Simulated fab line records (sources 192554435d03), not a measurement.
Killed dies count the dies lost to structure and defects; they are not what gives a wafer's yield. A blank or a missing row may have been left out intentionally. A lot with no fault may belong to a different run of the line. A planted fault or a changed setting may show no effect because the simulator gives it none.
Struck lot and sound lot, side by side	flow n5_finfet	37 out of 1938 route steps
Sound: these wafers, L890.1, L890.5, L890.6. Struck: wafer L887.2. (L887.6 of the same lot was not struck and is left out.) The cause comes at the end.
At each step with rows: each side's tool, then ch and its chambers, then its first start. Under that, the readings that differ: sound wafers	struck wafers	difference of the means	sigmas: that difference in standard deviations of wafers without a fault.
alike: words and numbers the same on both sides, and readings whose means are apart by under 2 such deviations; not compared: readings that were withheld, readings missing a value for some wafer, numbers with overlapping values and no deviation given by the record, and bounds like >300 which may hide the same value.
The two part at a step that has a row with sigmas, a row that says differs or no value, or rows on one side only. Numbers that have no deviation but don't overlap get no sigmas and don't part them. Lack of a reading on every wafer of one side parts them only where that side has two or more wafers.

first, 9 steps without rows for these wafers: N5_HKMG_FIN_SOFTBAKE_44 (time 60 s); N5_HKMG_FIN_EXPOSE_46 (exposes mask NDIPOLE); N5_HKMG_FIN_PEB_47 (peb time 60 s); N5_HKMG_FIN_DEVELOP_48 (develop time 30 s); N5_HKMG_FIN_DESCUM_53 (chemistry O2, time 7.9 s); N5_HKMG_FIN_ETCH_54 (etches SiARC in CF4, target depth 45.5 nm, time 75.8 s); N5_HKMG_FIN_ETCH_55 (etches SOC in N2/H2, target depth 240 nm, time 300 s); N5_HKMG_FIN_STRIP_56 (strips in N2/H2); N5_HKMG_FIN_STRIP_57 (strips in CF4).
N5_HKMG_FIN_ETCH_58: etches SOC in N2/H2, target depth 215.8 nm, time 741 s.
  sound on rie_diel-04 ch 0,2,3, day 9 04:56; struck on rie_diel-03 ch 0, day 8 05:37
reading	sound	struck	difference	sigmas
run_length_s (s)	765.0 764.6 764.8	431.7	-333.1	-99 or more
model.SOC_of_HKMG_FIN_COAT_41.thk_nm (nm)	76 90 90.8	180.2	+94.6	
model.etch.depth_nm (nm)	223 210.1 208.7	120.2	-93.7	
model.HKMG_FIN.feature_depth_nm (nm)	223 210 208.8	120.2	-93.7	
  alike: drypump_motor_current_A, oes_product_au, rf_vpp_V, showerhead_plenum_p_Torr, throttle_valve_pct
  not compared: rf_hours_counter_h
N5_HKMG_FIN_STRIP_93: strips SOC in N2/H2, time 20 s.
  sound on rie_diel-04 ch 0,2,3, day 9 05:22; struck on rie_diel-03 ch 0, day 8 06:02
reading	sound	struck	difference	sigmas
rf_vpp_V (V)	53.6 53.6 53.9	55.7	+2.0	+2
model.SOC_of_HKMG_FIN_COAT_41.thk_nm (nm)	65.6 80 81.2	169.6	+94.0	
  alike: drypump_motor_current_A, oes_product_au, showerhead_plenum_p_Torr, throttle_valve_pct
  not compared: rf_hours_counter_h
then, 24 steps without rows for these wafers: N5_HKMG_FIN_WET_ETCH_76 (etches Al2O3 in dNH4OH, stops on La2O3, target depth 2.25 nm, rinse time 30 s); N5_HKMG_FIN_STRIP_60 (strips in N2/H2, time 360 s); N5_HKMG_FIN_WET_ETCH_77 (etches La2O3 in dHCl, stops on HfO2, target depth 2 nm); N5_HKMG_FIN_WET_ETCH_78 (etches Al2O3 in dNH4OH, stops on La2O3, target depth 4.5 nm, rinse time 30 s); N5_HKMG_FIN_ALD_79 (deposits TiN, target thk 1.5 nm, pulse time 1 s, purge time 3 s); N5_HKMG_FIN_CVD_62 (deposits a-Si from Si2H6, target thk 3 nm, time 20.8 s); N5_HKMG_FIN_RTA_80 (time 2 s); N5_HKMG_FIN_PRECLEAN_64 (cleans in dHF, time 30 s); N5_HKMG_FIN_WET_ETCH_65 (etches a-Si in TMAH, stops on TiN, time 49 s, target depth 3 nm); N5_HKMG_FIN_WET_ETCH_81 (etches TiN in SC1, stops on HfO2, time 57 s, target depth 6 nm); N5_HKMG_FIN_WET_ETCH_82 (etches La2O3 in dHCl, stops on HfO2, target depth 2 nm, rinse time 30 s); N5_HKMG_FIN_ALD_36 (deposits TiN, target thk 1 nm, pulse time 1 s, purge time 3 s); N5_HKMG_FIN_PWFM_ALD_03 (deposits TiN, target thk 2 nm, pulse time 1 s, purge time 3 s); N5_HKMG_FIN_COAT_29 (time 60 s, resist thk 300 nm); N5_HKMG_FIN_COAT_30 (time 60 s, resist thk 35 nm); N5_HKMG_FIN_COAT_06 (resist thk 90 nm); N5_HKMG_FIN_EBR_08; N5_HKMG_FIN_SOFTBAKE_07 (time 60 s); N5_HKMG_FIN_EXPOSE_09 (exposes mask NWFM); N5_HKMG_FIN_PEB_10 (peb time 60 s); N5_HKMG_FIN_DEVELOP_11 (develop time 30 s); N5_HKMG_FIN_DESCUM_17 (chemistry O2, time 7.9 s); N5_HKMG_FIN_ETCH_31 (etches SiARC in CF4, target depth 45.5 nm, time 75.8 s); N5_HKMG_FIN_ETCH_32 (etches SOC in N2/H2, target depth 240 nm, time 300 s).
-- here the record skips 8 days between the struck wafers' starts before and after, leaving off in module HKMG_FIN and picking up in module BEOL_M4 (first step shown: number 1111 of the route) --
N5_BEOL_M4_RC_MEAS_101:
  sound on prober-02 ch 0, day 15 22:40; struck on prober-01 ch 0, day 15 19:02
reading	sound	struck	difference	sigmas
IOFF_N (nA/um)	0.19 0.24 0.18	34.63	+34.43	+99 or more
IOFF_N_85C (nA/um)	3.6 4.4 3.5	283.5	+279.7	+99 or more
IOFF_N_LIN (nA/um)	0.087 0.106 0.085	15.676	+15.583	+99 or more
IOFF_N_LONG (nA/um)	5.48e-05 5.39e-05 5.43e-05	0.0094222	+0.0093679	+99 or more
ION_N (uA/um)	695 685 685	936	+248	+18
ION_P (uA/um)	472 475 469	450	-22	-3
VT_N (mV)	244 244 247	98	-147	-39
VT_N_LONG (mV)	277.2 276.4 276.5	127.8	-148.9	-74
VT_P_LVT (mV)	-97 -96 -98	-184	-87	-29
  alike: DIBL_N, DIBL_P, IOFF_P, SS_N, SS_P, VT_P
-- a jump in the record: the struck wafers' starts before and after are 5 days apart (it breaks off in module BEOL_M4 and resumes in module PASSIVATION, where the first step shown is number 1936 of the route) --
N5_PASSIVATION_PROBE_49:
  sound on prober-01 at day 21 16:10; struck on prober-01 at day 20 17:53
reading	sound	struck	difference	sigmas
sort_bin_4_leakage (%)	0 0 0	91.10	+91.10	+99 or more
sort_n_pass	1065 1079 1058	0	-1067	-53
sort_yield_pct (%)	90.3 91.4 89.7	0	-90	-53
  alike: defect_limited_yield, killed_at_M0_to_M3, killed_at_M4_up, killed_at_contacts, killed_at_front_end, killed_at_other, killed_dies, killed_open, killed_short, sort_bin_5_function, sort_bin_6_memory

## WHERE THEY PART
At N5_HKMG_FIN_ETCH_58 first; at N5_PASSIVATION_PROBE_49 last (within this record only).

WHY: what the simulator had put in
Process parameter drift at N5_HKMG_FIN_ETCH_58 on rie_diel-03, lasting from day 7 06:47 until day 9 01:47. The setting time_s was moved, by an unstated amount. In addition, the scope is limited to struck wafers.
